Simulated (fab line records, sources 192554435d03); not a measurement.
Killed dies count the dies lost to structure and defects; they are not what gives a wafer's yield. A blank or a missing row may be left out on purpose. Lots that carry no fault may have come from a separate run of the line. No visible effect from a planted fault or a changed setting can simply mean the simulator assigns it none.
A struck lot beside a sound one | flow n5 finfet | 15 steps out of a route of 1938
Sound: wafers L205.1, L205.4, L205.6. Struck: wafer L219.5 (left out: L219.6, a lot-mate that was not struck); the cause follows at the end.
Per side, at each step with rows, come the tool, then ch with its chambers, and then its first start. Under that, the readings that differ: sound wafers | struck wafers | difference of the means | sigmas: that difference in standard deviations of wafers without a fault.
alike: same words and numbers on both sides, and readings whose means sit less than 2 such deviations apart. not compared: any withheld reading, any reading some wafer has no value for, any bound like >300 that may hide the same value, and any number with overlapping values for which the record gives no deviation.
A row with sigmas, a row that says differs or no value, or rows on one side alone: a step with any of these is where the two part. Numbers that don't overlap but have no deviation are shown without sigmas and don't part them. A reading that every wafer of one side lacks parts them only if that side has two wafers or more.

first, 6 steps without rows for these wafers: N5_MOL_CONTACT_COAG_COAT_78 (resist thk 40 nm); N5_MOL_CONTACT_COAG_EBR_80; N5_MOL_CONTACT_COAG_SOFTBAKE_79 (time 60 s); N5_MOL_CONTACT_COAG_EXPOSE_81 (exposes mask VG, defocus 0 nm); N5_MOL_CONTACT_COAG_PEB_82 (peb time 60 s); N5_MOL_CONTACT_COAG_DEVELOP_83 (develop time 30 s).
N5_MOL_CONTACT_COAG_CD_MEAS_84: target cd 25.1 nm.
  sound on cd sem-01 ch 0, day 5 11:10; struck on cd sem-03 ch 0, day 9 03:05
  alike: cd nm
N5_MOL_CONTACT_COAG_OVL_MEAS_85:
  sound on overlay-02 ch 0, day 5 11:11; struck on overlay-02 ch 0, day 9 03:08
  alike: VG_OVL
N5_MOL_CONTACT_COAG_INSPECT_57: inspects for defects (brightfield).
  sound on defect inspect-01, day 5 11:15; struck on defect inspect-01, day 9 03:11
  alike: raw defect count
N5_MOL_CONTACT_COAG_DESCUM_88: chemistry O2, time 7 s.
  sound on rie diel-01 ch 0,2, day 5 11:17; struck on rie diel-01 ch 3, day 9 03:31
  reading                         | sound          | struck | difference | sigmas
  showerhead plenum p Torr (Torr) | 2.22 2.23 2.22 | 2.04   | -0.18      | -3
  alike: drypump motor current A, oes product au, rf vpp V, throttle valve pct
  not compared: rf hours counter h
N5_MOL_CONTACT_COAG_ETCH_89: etches underlayer in N2/H2, target depth 13 nm, time 10.4 s.
  sound on rie diel-01 ch 0,2, day 5 11:19; struck on rie diel-01 ch 3, day 9 03:32
  reading                         | sound             | struck | difference | sigmas
  h2 flow sccm (sccm)             | 200.1 201.9 200.4 | 199.5  | -1.3       | -2
  rf vpp V (V)                    | 527.9 528.0 528.8 | 523.0  | -5.2       | -3
  showerhead plenum p Torr (Torr) | 2.70 2.70 2.70    | 2.48   | -0.22      | -3
  alike: drypump motor current A, etch rf on time s, n2 flow sccm, oes product au, throttle valve pct
  not compared: rf hours counter h
N5_MOL_CONTACT_COAG_ETCH_90: etches SiARC in CF4, target depth 13 nm, time 21.7 s.
  sound on rie diel-01 ch 0,2, day 5 11:20; struck on rie diel-01 ch 3, day 9 03:34
  reading                         | sound          | struck | difference | sigmas
  showerhead plenum p Torr (Torr) | 2.27 2.27 2.27 | 2.09   | -0.18      | -3
  alike: cf4 flow sccm, drypump motor current A, etch rf on time s, oes product au, rf vpp V, throttle valve pct
  not compared: rf hours counter h
N5_MOL_CONTACT_COAG_ALD_131: deposits SiO2, target thk 5 nm, pulse time 1 s, co reactant pulse time 1 s.
  sound on ald sin-02 ch 0,1,2, day 5 12:47; struck on ald sin-03 ch 3, day 9 03:42
  reading                                            | sound    | struck | difference | sigmas
  ald cycles                                         | 35 35 35 | 33     | -2         |
  model.SiO2_of_MOL_CONTACT_COAG_ALD_131.thk nm (nm) | 5 5 5    | 4.6    | -0.4       |
  alike: heater power w, precursor pulse height rel
N5_MOL_CONTACT_COAG_ETCHBACK_132: etches SiO2 in CHF3, target depth 10 nm, time 6.7 s.
  sound on rie diel-02 ch 1,2, day 5 12:58; struck on rie diel-04 ch 3, day 9 03:50
  alike: drypump motor current A, oes product au, rf vpp V, showerhead plenum p Torr, throttle valve pct
  not compared: rf hours counter h
-- here the record skips 4 days between the struck wafers' starts before and after, leaving off in module MOL_CONTACT_COAG and picking up in module BEOL_M4 (first step shown: number 1111 of the route) --
N5_BEOL_M4_RC_MEAS_101:
  sound on prober-02 ch 0, day 7 20:25; struck on prober-01 ch 0, day 12 17:20
  reading        | sound             | struck | difference | sigmas
  IOFF_P (nA/um) | 0.255 0.230 0.204 | 0.171  | -0.059     | -2
  ION_N (uA/um)  | 703 678 680       | 658    | -29        | -3
  ION_P (uA/um)  | 479 470 469       | 455    | -18        | -3
  VT_N (mV)      | 242.8 245.2 250.8 | 253.4  | +7.1       | +3
  VT_P (mV)      | -246 -247 -249    | -255   | -8         | -2
  alike: DIBL_N, DIBL_P, IOFF_N, SS_N, SS_P

== WHERE THEY PART ==
First at N5_MOL_CONTACT_COAG_DESCUM_88; last, within this record, at N5_BEOL_M4_RC_MEAS_101.

WHY: what had been put in by the simulator
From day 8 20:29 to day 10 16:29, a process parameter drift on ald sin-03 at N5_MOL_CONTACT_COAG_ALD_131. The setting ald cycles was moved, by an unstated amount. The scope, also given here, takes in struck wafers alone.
